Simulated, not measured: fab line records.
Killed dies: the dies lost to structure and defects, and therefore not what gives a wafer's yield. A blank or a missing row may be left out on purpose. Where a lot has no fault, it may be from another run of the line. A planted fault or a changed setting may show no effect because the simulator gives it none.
Which tool did it? + flow n5 finfet + route of 1938 steps, sampled at 1 step: 11 lots, 33 wafers

## WHAT THE GAUGES SHOWED, per wafer
N5_BEOL_M14_INSPECT_55: inspects for defects (darkfield).
| lot  | measured     | on                | raw defect count |
|------|--------------|-------------------|------------------|
| L368 | day 12 06:29 | defect inspect-02 | 88 101 93        |
| L369 | day 12 06:53 | defect inspect-02 | 88 115 141       |
| L370 | day 12 09:38 | defect inspect-02 | 63 80 52         |
| L377 | day 14 01:46 | defect inspect-02 | 68 67 69         |
| L379 | day 14 13:03 | defect inspect-01 | 66 61 40         |
| L382 | day 14 17:12 | defect inspect-01 | 60 52 38         |
| L381 | day 14 18:53 | defect inspect-01 | 107 124 141      |
| L386 | day 15 21:52 | defect inspect-01 | 93 116 80        |
| L387 | day 16 18:26 | defect inspect-02 | 87 161 75        |
| L388 | day 16 19:11 | defect inspect-02 | 57 113 58        |
| L390 | day 16 21:47 | defect inspect-01 | 64 94 88         |

## WHICH TOOL RAN EACH LOT (tool, then ch and the chambers of the sampled wafers, then the start)
The record holds no process step before these readings.

## AS READ BY THE TOOLS THEMSELVES (means over the sampled wafers that have a number; for cases with no such wafer, the mark the record gives instead)
The record holds no such reading with a usual standard deviation.

## THE ANSWER, worked out from the rows above alone
Rule: usual is defined by the lots themselves. The widest of any qualifying gaps counts: lots, ordered by their means at a reading, are off when they make up no more than a third of the lots, leave a main group of 4 or more, and stand apart from it by 3 or more times the standard deviation of that group's means. A main group whose means are all the same, to the digits that the tables above print for the reading, isn't used. A lot without any number at a reading at which 4 lots or more have one is off too. The other lots that the step has rows for count as sound. First the gauges in route order, then the tools' own readings, where a lot's mean is used as printed above. The first step at which some lot is off is used, and at that step the reading that is off furthest; a lot without a number counts as furthest.
None of the lots is off at any reading shown; this tells nothing.

## WHAT WAS PUT IN BY THE SIMULATOR
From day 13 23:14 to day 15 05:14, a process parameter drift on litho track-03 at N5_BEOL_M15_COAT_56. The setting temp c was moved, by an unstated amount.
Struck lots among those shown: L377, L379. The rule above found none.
